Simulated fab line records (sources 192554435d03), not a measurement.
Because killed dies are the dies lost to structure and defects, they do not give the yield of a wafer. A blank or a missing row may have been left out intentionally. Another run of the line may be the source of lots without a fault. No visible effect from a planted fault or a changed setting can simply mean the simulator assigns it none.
fab line records	flow n5_finfet
[record] lots = 6	wafers = 18	last_day = 17
route steps=1938 shown DUMMY_GATE@256 SPACER0@258 SD_EPI_N@262
lots that met no fault: from a run of the same line without faults
start_h: start of the lot's first displayed wafer, in hours after the record's first day	wait_h: time in hours since the lot's previous step	" unchanged from the row above	L1.1+2: one row covering several wafers at once	- no value present, or no start provided	* or withheld: withheld	< > ~ a bound
route shown NAME@n: a module of which the file shows steps, and the number in the route of the first	usual: mean and standard deviation over wafers with no fault	same: alike in all rows	chamber/n: place in a boat	sites: the reading at each site	_std_site: standard deviation of those values	_edge_site: the outer-site mean with the inner-site mean subtracted	radius_mm: for every site, how far away it sits from the centre of the wafer	mask NAME#n: copy n	behind: the last tool/chamber to shape the wafer	hold: what put the lot on hold/how long, in hours/how the hold closed	device: the transistor (n, p or np) that didn't switch	end of line: the route-end tests of the same wafers	a step without rows: its recipe alone	killed: count of dies lost to structure and defects at first sort (not the wafer's yield)	map: per-die view of a wafer (x killed, . not killed, _ where there is no die)
set.NAME: setting as actually run; set.NAME@STEP: the setting as run at that earlier step	model.NAME: the simulator's own value behind a step, which no gauge read
lots at some steps of the route; a table a step, a row a wafer
services: when a tool's chamber went out of use (start_h, in hours from the record's first day, below 0 if earlier), for how many hours, and the reason
[[steps]]
[step N5_DUMMY_GATE_UV_OZONE_45]
[recipe] time_s = 120	pressure_torr = 760	temp_c = 25
[step N5_DUMMY_GATE_INSPECT_27]
[recipe] inspect_instrument = brightfield	mode = aei
[usual] raw_defect_count = 328/77
lot.wafer	tool	chamber	start_h	wait_h	raw_defect_count
L222.1	defect_inspect-02	-	46.84	0.0	406
L222.2	"	-	"	"	614
L222.6	"	-	"	"	401
L224.1	defect_inspect-02	-	60.80	0.0	447
L224.4	"	-	"	"	358
L224.5	"	-	"	"	330
L229.1	defect_inspect-01	-	90.02	0.0	295
L229.5	"	-	"	"	406
L229.6	"	-	"	"	324
L230.1	defect_inspect-01	-	96.22	0.0	305
L230.4	"	-	"	"	269
L230.5	"	-	"	"	423
L241.1	defect_inspect-02	-	161.47	0.0	208
L241.2	"	-	"	"	245
L241.4	"	-	"	"	318
L245.1	defect_inspect-01	-	185.50	0.0	307
L245.3	"	-	"	"	365
L245.4	"	-	"	"	426
[step N5_SPACER0_ALD_07]
[recipe] material = SiNx	target_thk_a = 20	temp_c = 400	ald_precursor_family = SiH2I2	ald_co_reactant = N2/H2-plasma	pressure_torr = 2
[usual] chamber_pressure_Torr = 2.000/0.0035	heater_power_w = 804/62
lot.wafer	tool	chamber	start_h	wait_h	chamber_pressure_Torr	heater_power_w
L222.1	ald_sin-01	2	46.88	0.0	2.001	852
L222.2	"	0	"	"	2.004	644
L222.6	"	2	"	"	1.998	840
L224.1	ald_sin-01	1	60.83	0.0	2.003	826
L224.4	"	2	"	"	2.003	829
L224.5	"	1	"	"	2.007	840
L229.1	ald_sin-01	3	90.06	0.0	1.995	780
L229.5	"	3	"	"	1.998	781
L229.6	"	1	"	"	2.000	822
L230.1	ald_sin-01	1	96.73	0.5	2.005	855
L230.4	"	1	"	"	2.002	827
L230.5	"	0	"	"	2.004	653
L241.1	ald_sin-01	2	161.51	0.0	1.997	812
L241.2	"	0	"	"	2.002	667
L241.4	"	2	"	"	2.000	812
L245.1	ald_sin-01	1	185.53	0.0	1.997	847
L245.3	"	0	"	"	2.000	655
L245.4	"	3	"	"	1.999	783
[step N5_SPACER0_ALD_00]
[recipe] material = SiOCN	target_thk_a = 35	temp_c = 400	ald_precursor_family = alkyl-aminosilane	ald_co_reactant = O2/N2-plasma	pulse_time_s = 3	purge_time_s = 2	co_reactant_purge_time_s = 2	ald_cycles = 58	pressure_torr = 2
[usual] chamber_pressure_Torr = 2.000/0.0043	heater_power_w = 803/61	precursor_pulse_height_rel = 1.001/0.018
lot.wafer	tool	chamber	start_h	wait_h	chamber_pressure_Torr	heater_power_w	precursor_pulse_height_rel
L222.1	ald_sin-01	2	47.03	0.1	1.999	800	0.997
L222.2	"	0	"	"	1.999	665	1.017
L222.6	"	2	"	"	1.997	837	0.983
L224.1	ald_sin-01	1	60.98	0.1	2.004	834	0.984
L224.4	"	2	"	"	2.003	831	0.991
L224.5	"	1	"	"	2.003	816	1.001
L229.1	ald_sin-01	3	90.21	0.1	2.007	768	0.995
L229.5	"	3	"	"	2.004	796	1.015
L229.6	"	1	"	"	1.998	821	0.995
L230.1	ald_sin-01	1	96.88	0.1	2.001	828	0.991
L230.4	"	1	"	"	2.001	826	1.016
L230.5	"	0	"	"	1.999	666	1.031
L241.1	ald_sin-01	2	161.67	0.1	1.997	831	0.972
L241.2	"	0	"	"	1.993	676	1.032
L241.4	"	2	"	"	1.998	839	0.977
L245.1	ald_sin-01	1	185.69	0.1	1.999	825	0.974
L245.3	"	0	"	"	1.994	655	1.001
L245.4	"	3	"	"	2.006	784	0.992
[step N5_SPACER0_ALD_08]
[recipe] material = SiNx	target_thk_a = 20	temp_c = 400	ald_precursor_family = SiH2I2	ald_co_reactant = N2/H2-plasma	pressure_torr = 2
[usual] chamber_pressure_Torr = 2.000/0.0042	heater_power_w = 803/60
lot.wafer	tool	chamber	start_h	wait_h	chamber_pressure_Torr	heater_power_w
L222.1	ald_sin-01	2	47.29	0.1	2.009	835
L222.2	"	0	"	"	2.007	665
L222.6	"	2	"	"	2.000	833
L224.1	ald_sin-01	1	61.24	0.1	2.005	835
L224.4	"	2	"	"	1.996	809
L224.5	"	1	"	"	2.002	844
L229.1	ald_sin-01	3	90.47	0.1	1.995	782
L229.5	"	3	"	"	1.993	770
L229.6	"	1	"	"	1.996	825
L230.1	ald_sin-01	1	97.14	0.1	2.005	816
L230.4	"	1	"	"	2.003	842
L230.5	"	0	"	"	1.998	659
L241.1	ald_sin-01	2	161.92	0.1	1.997	835
L241.2	"	0	"	"	1.996	661
L241.4	"	2	"	"	1.991	841
L245.1	ald_sin-01	1	185.94	0.1	1.997	824
L245.3	"	0	"	"	1.994	682
L245.4	"	3	"	"	2.001	772
[step N5_SPACER0_INSPECT_04]
[recipe] inspect_instrument = darkfield	mode = post_dep
[usual] raw_defect_count = 150/34
lot.wafer	tool	chamber	start_h	wait_h	raw_defect_count
L222.1	defect_inspect-02	-	47.44	0.1	210
L222.2	"	-	"	"	275
L222.6	"	-	"	"	168
L224.1	defect_inspect-02	-	61.40	0.1	174
L224.4	"	-	"	"	169
L224.5	"	-	"	"	122
L229.1	defect_inspect-01	-	90.62	0.1	126
L229.5	"	-	"	"	151
L229.6	"	-	"	"	127
L230.1	defect_inspect-01	-	97.30	0.1	140
L230.4	"	-	"	"	126
L230.5	"	-	"	"	193
L241.1	defect_inspect-02	-	162.08	0.1	82
L241.2	"	-	"	"	134
L241.4	"	-	"	"	144
L245.1	defect_inspect-01	-	186.10	0.1	145
L245.3	"	-	"	"	154
L245.4	"	-	"	"	168
[step N5_SD_EPI_N_COAT_32]
[recipe] resist = SOC	temp_c = 250	time_s = 60	spin_rpm = 1500	resist_thk_nm = 350
[step N5_SD_EPI_N_COAT_33]
[recipe] resist = SiARC	temp_c = 220	time_s = 60	spin_rpm = 1500	resist_thk_nm = 35
[step N5_SD_EPI_N_COAT_03]
[recipe] resist = CAR-ArF-block	spin_rpm = 1500	resist_thk_nm = 150
[step N5_SD_EPI_N_EBR_05]
[recipe] solvent = PGMEA	ebr_width_mm = 1.5
[step N5_SD_EPI_N_SOFTBAKE_04]
[recipe] temp_c = 110	time_s = 60	resist = CAR-ArF-block
[step N5_SD_EPI_N_EXPOSE_06]
[recipe] mask_id = SD_N_BLK	na = 1.35	source_shape = conventional	sigma_outer = 0.8	polarization = unpolarized	target_cd_nm = 120	dose_mj = 39.75
[step N5_SD_EPI_N_PEB_07]
[recipe] peb_temp_c = 110	peb_time_s = 60	resist = CAR-ArF-block
[usual] exhaust_pa = 45.3/0.85	heater_power_total_W = 175.5/1.5
lot.wafer	tool	chamber	start_h	wait_h	exhaust_pa	heater_power_total_W
L222.1	litho_track-04	0	47.65	0.1	44.5	175.6
L222.2	"	0	"	"	45.1	173.6
L222.6	"	0	"	"	44.7	173.0
L224.1	litho_track-01	0	61.73	0.1	46.8	177.6
L224.4	"	0	"	"	46.5	177.3
L224.5	"	0	"	"	47.1	177.3
L229.1	litho_track-01	0	90.96	0.1	46.6	267.8
L229.5	"	0	"	"	45.8	174.0
L229.6	"	0	"	"	46.1	174.1
L230.1	litho_track-01	0	97.50	0.1	45.3	264.7
L230.4	"	0	"	"	45.9	271.1
L230.5	"	0	"	"	45.8	177.4
L241.1	litho_track-04	0	162.41	0.1	47.6	177.6
L241.2	"	0	"	"	46.7	175.8
L241.4	"	0	"	"	46.4	177.3
L245.1	litho_track-04	0	186.31	0.1	44.8	175.9
L245.3	"	0	"	"	44.9	175.8
L245.4	"	0	"	"	45.7	175.0
[step N5_SD_EPI_N_DEVELOP_08]
[recipe] develop_time_s = 30	developer = TMAH	resist = CAR-ArF-block	dev_temp_c = 23	rinse_liquid = diw	dry = air_spin
[step N5_SD_EPI_N_CD_MEAS_09]
[recipe] target_cd_nm = 120	landing_energy_ev = 500	detector = se_inlens
[usual] cd_nm = 120.1/1.3
[same] landing_energy_ev = 500
lot.wafer	tool	chamber	start_h	wait_h	cd_nm
L222.1	cd_sem-02	0	47.72	-	120.3
L222.2	"	0	"	"	120.8
L222.6	"	0	"	"	118.9
L224.1	cd_sem-03	0	61.80	-	121.2
L224.4	"	0	"	"	120.8
L224.5	"	0	"	"	122.1
L229.1	cd_sem-03	0	91.02	-	93.8
L229.5	"	0	"	"	121.5
L229.6	"	0	"	"	120.1
L230.1	cd_sem-02	0	97.57	-	92.9
L230.4	"	0	"	"	92.6
L230.5	"	0	"	"	122.3
L241.1	cd_sem-01	0	162.48	-	119.9
L241.2	"	0	"	"	118.7
L241.4	"	0	"	"	118.8
L245.1	cd_sem-02	0	186.37	-	119.1
L245.3	"	0	"	"	121.6
L245.4	"	0	"	"	120.5
[step N5_SD_EPI_N_OVL_MEAS_10]
[recipe] points_per_wafer = 44
[usual] SD_N_BLK_OVL = 0.0/0.75
lot.wafer	tool	chamber	start_h	wait_h	SD_N_BLK_OVL[nm]
L222.1	overlay-01	0	47.75	0.0	-1.0
L222.2	"	0	"	"	-0.2
L222.6	"	0	"	"	-0.6
L224.1	overlay-02	0	61.83	0.0	0.4
L224.4	"	0	"	"	0.8
L224.5	"	0	"	"	0.1
L229.1	overlay-02	0	91.05	0.0	-2.3
L229.5	"	0	"	"	-1.8
L229.6	"	0	"	"	-0.7
L230.1	overlay-02	0	97.60	0.0	1.1
L230.4	"	0	"	"	-0.9
L230.5	"	0	"	"	-0.4
L241.1	overlay-01	0	162.51	0.0	0.7
L241.2	"	0	"	"	-0.1
L241.4	"	0	"	"	-1.3
L245.1	overlay-02	0	186.40	0.0	0.7
L245.3	"	0	"	"	0.6
L245.4	"	0	"	"	0.6
[step N5_SD_EPI_N_INSPECT_11]
[recipe] mode = adi	inspect_instrument = macro
[usual] raw_defect_count = 2.0/1.5
lot.wafer	tool	chamber	start_h	wait_h	raw_defect_count
L222.1	defect_inspect-01	-	47.77	0.0	0
L222.2	"	-	"	"	1
L222.6	"	-	"	"	2
L224.1	defect_inspect-01	-	61.85	0.0	2
L224.4	"	-	"	"	2
L224.5	"	-	"	"	1
L229.1	defect_inspect-02	-	91.08	0.0	2
L229.5	"	-	"	"	1
L229.6	"	-	"	"	2
L230.1	defect_inspect-01	-	97.63	0.0	2
L230.4	"	-	"	"	2
L230.5	"	-	"	"	3
L241.1	defect_inspect-02	-	162.53	0.0	4
L241.2	"	-	"	"	4
L241.4	"	-	"	"	1
L245.1	defect_inspect-01	-	186.43	0.0	3
L245.3	"	-	"	"	3
L245.4	"	-	"	"	1
[step N5_SD_EPI_N_DESCUM_14]
[recipe] chemistry = O2	time_s = 7.9	source_power_w = 50	bias_power_w = 20	pressure_mtorr = 20	rf_frequency_hz = 2.712e+07	temp_c = 40	resist = CAR-ArF-block	o2_flow_sccm = 225
[usual] bias_power_w = 19.99/0.063	drypump_motor_current_A = 5.58/0.29	oes_product_au = 0.79/0.089	rf_vpp_V = 242.8/1.3	showerhead_plenum_p_Torr = 2.07/0.06	throttle_valve_pct = 20.40/0.24
[same] time_s = 7.9
lot.wafer	tool	chamber	start_h	wait_h	bias_power_w	drypump_motor_current_A	oes_product_au	rf_hours_counter_h	rf_vpp_V	showerhead_plenum_p_Torr	throttle_valve_pct	model.SD_EPI_N.cd_nm
L222.1	rie_diel-06	1	47.80	0.0	19.93	5.42	0.68	245	245.0	2.15	20.66	120.4
L222.2	"	2	"	"	20.03	5.53	0.93	24	243.1	2.13	20.26	120.6
L222.6	"	2	"	"	20.09	5.52	0.93	-	243.9	2.13	20.26	118.8
L224.1	rie_diel-06	3	61.89	0.0	20.08	5.92	0.72	173	242.8	2.00	20.58	121.6
L224.4	"	1	"	"	19.96	5.41	0.67	-	243.8	2.15	20.68	120.8
L224.5	"	2	"	"	19.97	5.54	0.91	-	243.9	2.12	20.25	122.2
L229.1	rie_diel-03	1	91.11	0.0	20.02	5.23	0.83	81	242.8	2.06	20.45	94
L229.5	"	0	"	"	20.08	5.08	0.71	-	243.6	2.17	20.30	121.6
L229.6	"	3	"	"	19.94	5.92	0.77	-	243.1	2.06	20.03	120.4
L230.1	rie_diel-03	0	97.66	0.0	19.93	5.11	0.71	208	244.3	2.17	20.29	92.6
L230.4	"	2	"	"	20.08	5.70	0.95	18	244.3	2.13	20.13	92.6
L230.5	"	3	"	"	20.00	5.96	0.78	-	242.6	2.06	20.04	122.4
L241.1	rie_diel-06	2	162.57	0.0	19.96	5.53	0.85	72	242.9	2.11	20.32	120
L241.2	"	3	"	"	19.97	5.91	0.69	214	241.3	1.99	20.66	119.4
L241.4	"	0	"	"	19.95	6.00	0.87	33	242.3	2.04	20.16	119.2
L245.1	rie_diel-02	2	187.64	1.2	20.10	5.67	0.69	219	242.4	2.05	20.56	119.4
L245.3	"	0	"	"	20.04	5.69	0.70	218	241.2	1.96	20.49	121.4
L245.4	"	1	"	"	19.96	5.27	0.74	137	240.7	2.01	20.93	120.4
[step N5_SD_EPI_N_ETCH_34]
[recipe] chemistry = CF4	target = SiARC	target_depth_a = 455	mask_material = CAR-ArF-block	time_s = 75.8	ion_energy_ev = 80	pressure_mtorr = 40	source_w = 545	bias_w = 36	Ar_flow_sccm = 100	cf4_flow_sccm = 100	ends = cleared
[step N5_SD_EPI_N_ETCH_35]
[recipe] chemistry = N2/H2	target = SOC	overetch_a = 1080	mask_material = SiARC	temp_c = 40	ion_energy_ev = 100	source_w = 3000	bias_w = 133	pressure_mtorr = 20	time_s = 486	n2_flow_sccm = 200	h2_flow_sccm = 200
[step N5_SD_EPI_N_STRIP_36]
[recipe] chemistry = N2/H2	temp_c = 40	n2_flow_sccm = 200	h2_flow_sccm = 200	rf_frequency_hz = 6e+07
[step N5_SD_EPI_N_ETCHBACK_44]
[recipe] chemistry = CH3F/O2	mode = anisotropic_etchback	target = SiNx	target_depth_a = 145	stop_on = SiO2	over_etch_frac = 0.3	ion_energy_ev = 120	pressure_mtorr = 30	source_w = 395	bias_w = 73	Ar_flow_sccm = 150	CH3F_flow_sccm = 30	O2_flow_sccm = 20
[step N5_SD_EPI_N_ETCH_45]
[recipe] chemistry = CH3F/O2	target = SiOCN	target_depth_a = 60	mask_material = SOC	ion_energy_ev = 60	bias_w = 29	pressure_mtorr = 15	source_w = 410	Ar_flow_sccm = 150	CH3F_flow_sccm = 30	O2_flow_sccm = 20
[step N5_SD_EPI_N_ETCH_16]
[recipe] chemistry = CHF3/O2	target = SiO2	target_depth_a = 50	mask_material = SOC	pressure_mtorr = 30	source_w = 650	bias_w = 170	Ar_flow_sccm = 200	CHF3_flow_sccm = 50	O2_flow_sccm = 5	ion_energy_ev = 200
[usual] O2_flow_sccm = 5.001/0.016	drypump_motor_current_A = 5.58/0.3	oes_product_au = 0.79/0.087	rf_vpp_V = 522/16	showerhead_plenum_p_Torr = 2.39/0.07	throttle_valve_pct = 18.88/0.23
lot.wafer	tool	chamber	start_h	wait_h	O2_flow_sccm	drypump_motor_current_A	oes_product_au	rf_hours_counter_h	rf_vpp_V	showerhead_plenum_p_Torr	throttle_valve_pct
L222.1	rie_diel-06	1	48.42	0.1	4.997	5.40	0.69	245	521	2.47	19.17
L222.2	"	2	"	"	5.008	5.55	0.94	24	511	2.46	18.74
L222.6	"	2	"	"	4.987	5.56	0.93	-	510	2.46	18.74
L224.1	rie_diel-06	3	62.50	0.1	5.018	5.93	0.72	173	503	2.30	18.99
L224.4	"	1	"	"	4.990	5.41	0.68	-	522	2.47	19.16
L224.5	"	2	"	"	5.011	5.52	0.92	-	511	2.46	18.73
L229.1	rie_diel-03	1	91.73	0.1	5.011	5.22	0.83	81	538	2.33	18.66
L229.5	"	0	"	"	4.992	5.07	0.72	-	532	2.49	18.80
L229.6	"	3	"	"	5.007	5.89	0.76	-	512	2.40	18.70
L230.1	rie_diel-03	0	98.28	0.1	5.015	5.11	0.71	209	532	2.49	18.80
L230.4	"	2	"	"	4.987	5.70	0.93	18	546	2.46	18.66
L230.5	"	3	"	"	5.010	5.88	0.76	-	512	2.40	18.71
L241.1	rie_diel-06	2	163.18	0.1	4.974	5.56	0.85	73	510	2.44	18.82
L241.2	"	3	"	"	5.002	5.93	0.70	214	502	2.28	19.04
L241.4	"	0	"	"	4.991	6.03	0.86	33	526	2.34	18.58
L245.1	rie_diel-02	2	188.26	0.1	5.006	5.68	0.70	220	511	2.35	19.00
L245.3	"	0	"	"	4.999	5.71	0.71	218	493	2.27	19.05
L245.4	"	1	"	"	4.984	5.20	0.76	137	541	2.34	19.47
[step N5_SD_EPI_N_STRIP_47]
[recipe] chemistry = CHF3/O2	resist = SiARC	rf_frequency_hz = 6e+07
[step N5_SD_EPI_N_SD_RECESS_17]
[recipe] chemistry = HBr/Cl2/O2	target_depth_a = 410	mask_material = SOC	time_s = 23.7	bt_time_s = 3	pressure_mtorr = 10	icp_w = 800	bias_w = 112	HBr_flow_sccm = 150	Cl2_flow_sccm = 80	O2_flow_sccm = 12
[usual] HBr_flow_sccm = 150.0/0.46	O2_flow_sccm = 12.00/0.039	drypump_motor_current_A = 5.9/0.59	oes_product_au = 0.996/0.013	throttle_valve_pct = 37.1/0.42
[same] time_s = 23.7
lot.wafer	tool	chamber	start_h	wait_h	HBr_flow_sccm	O2_flow_sccm	drypump_motor_current_A	oes_product_au	rf_hours_counter_h	throttle_valve_pct	model.SD_EPI_N.cd_nm
L222.1	rie_si-04	3	48.49	0.0	150.3	12.03	5.7	1.009	188	37.3	120.6
L222.2	"	0	"	"	149.7	12.00	6.6	0.995	83	36.5	121
L222.6	"	3	"	"	150.2	11.95	5.7	1.013	-	37.3	121
L224.1	rie_si-02	3	62.57	0.0	150.3	12.00	6.1	0.977	122	37.2	121.2
L224.4	"	2	"	"	149.5	11.98	6.6	0.992	163	37.4	118.8
L224.5	"	2	"	"	150.3	11.98	6.6	0.999	-	37.4	123.2
L229.1	rie_si-03	3	91.80	0.0	150.1	11.98	5.4	0.987	45	36.8	91.4
L229.5	"	2	"	"	150.1	12.04	5.3	0.997	-	36.9	120
L229.6	"	3	"	"	149.9	11.94	5.4	0.987	-	36.8	118
L230.1	rie_si-02	1	98.35	0.0	149.9	12.01	5.7	1.008	6	36.6	91
L230.4	"	3	"	"	150.5	12.05	6.2	0.976	123	37.2	90.4
L230.5	"	1	"	"	149.8	11.99	5.7	1.002	-	36.6	120.4
L241.1	rie_si-02	3	163.26	0.0	150.3	12.03	6.2	0.987	124	37.1	120.4
L241.2	"	1	"	"	150.1	12.06	5.7	0.998	7	36.6	119.2
L241.4	"	2	"	"	150.2	11.94	6.6	1.004	165	37.4	117.4
L245.1	rie_si-04	3	188.33	0.0	149.5	12.00	5.7	1.008	191	37.3	117.6
L245.3	"	0	"	"	149.1	11.99	6.6	0.994	85	36.5	121.4
L245.4	"	2	"	"	149.2	11.92	5.9	1.006	3	37.4	121
[step N5_SD_EPI_N_STRIP_38]
[recipe] chemistry = N2/H2	power_w = 1000	temp_c = 250	h2_frac = 0.65	overash_fraction = 0.3	pressure_mtorr = withheld	n2_flow_sccm = 1750	h2_flow_sccm = 3250
[usual] drypump_motor_current_A = 5.4/0.62	heater_power_w = 310/7.6	oes_product_au = 0.762/0.011
lot.wafer	tool	chamber	start_h	wait_h	drypump_motor_current_A	heater_power_w	oes_product_au	rf_hours_counter_h
L222.1	plasma_asher-01	1	48.59	0.1	4.7	312	0.760	32
L222.2	"	0	"	"	5.9	303	0.763	32
L222.6	"	0	"	"	5.9	314	0.759	-
L224.1	plasma_asher-02	1	62.67	0.1	6.2	309	0.756	86
L224.4	"	0	"	"	4.9	299	0.768	-
L224.5	"	1	"	"	6.2	310	0.768	-
L229.1	plasma_asher-01	0	91.89	0.1	5.9	305	0.762	39
L229.5	"	0	"	"	5.9	312	0.771	-
L229.6	"	1	"	"	4.8	315	0.763	-
L230.1	plasma_asher-01	0	98.44	0.1	5.9	315	0.757	40
L230.4	"	0	"	"	5.9	305	0.755	-
L230.5	"	0	"	"	5.9	312	0.777	-
L241.1	plasma_asher-01	0	163.35	0.1	5.9	312	0.782	58
L241.2	"	1	"	"	4.7	311	0.745	58
L241.4	"	0	"	"	5.9	310	0.764	-
L245.1	plasma_asher-01	1	188.43	0.1	4.7	311	0.776	63
L245.3	"	1	"	"	4.7	319	0.753	-
L245.4	"	0	"	"	5.9	309	0.747	-
[[services]]
tool	chamber	start_h	hours	kind
rie_diel-06	2	33.31	9.9	repair
ald_sin-01	-	39.01	4.3	pm
rie_diel-06	0	44.90	-	clean
rie_diel-06	0	44.90	-	consumable_replace:focus_ring
rie_diel-06	0	44.90	20.5	scheduled_down
rie_diel-06	0	44.90	20.5	vent_cycle
ald_sin-01	0	57.93	6.9	repair
rie_diel-03	-	61.54	5.7	repair
rie_diel-06	1	65.46	-	clean
rie_diel-02	0	68.45	6.2	repair
plasma_asher-01	-	84.16	4.3	pm
ald_sin-01	2	86.81	36.7	repair
rie_diel-02	-	91.15	2.8	pm
rie_diel-06	0	91.22	16.7	repair
plasma_asher-02	-	101.08	0.9	repair
rie_si-03	-	109.71	0.8	repair
rie_diel-02	1	112.26	2.7	repair
plasma_asher-02	-	121.91	15.6	pm
rie_si-02	0	122.37	3.4	repair
rie_si-03	1	134.50	7.3	repair
plasma_asher-02	-	140.75	5.2	repair
rie_diel-06	3	143.16	8.3	repair
rie_diel-06	-	174.34	14.6	pm
rie_si-02	-	180.11	0.2	repair
[[key]]
[first_sign] step = N5_SD_EPI_N_PEB_07	reading = heater_power_total_W	direction = up	sigmas = 60	usual = *	struck = *
[effect] step = N5_SD_EPI_N_CD_MEAS_09	reading = cd_nm	direction = down	sigmas = 21	usual = 120.1	struck = 93.1
[model_effect] step = N5_SD_EPI_N_DESCUM_14	value = SD_EPI_N.cd_nm	without = 121.7	struck = 93.07
[model_effect] step = N5_SD_EPI_N_SD_RECESS_17	value = SD_EPI_N.cd_nm	without = 119.6	struck = 90.93
met_at N5_SD_EPI_N_PEB_07
struck_wafers L229.1,L230.1,L230.4
later_rows_left_out L229.1,L230.1,L230.4
sort_left_out L229.1,L230.1,L230.4
tester_left_out L229,L230
onset_between 61.73 90.96
[fault] kind = process_parameter_drift	tool = litho_track-01	chamber = -	onset_h = 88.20	steps = N5_SD_EPI_N_PEB_07	channel = peb_time_s	offset = *	shape = step	end_h = 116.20	scope = struck_wafers_only	acts_in = *	stated = *
// tester_left_out: of these lots the tester's yield and bins aren't shown, on N5 and GAA mostly nor the transistor test; their killed dies are dies lost to structure and defects alone, not to doping, threshold or leakage, so they don't give the yield
// sort_left_out: the simulated sort isn't trusted on such a fault, so these wafers' sort isn't shown, and their yield isn't known
// later_rows_left_out: the simulator's readings of these wafers behind a module that went badly wrong aren't trusted and aren't shown, but for the sort
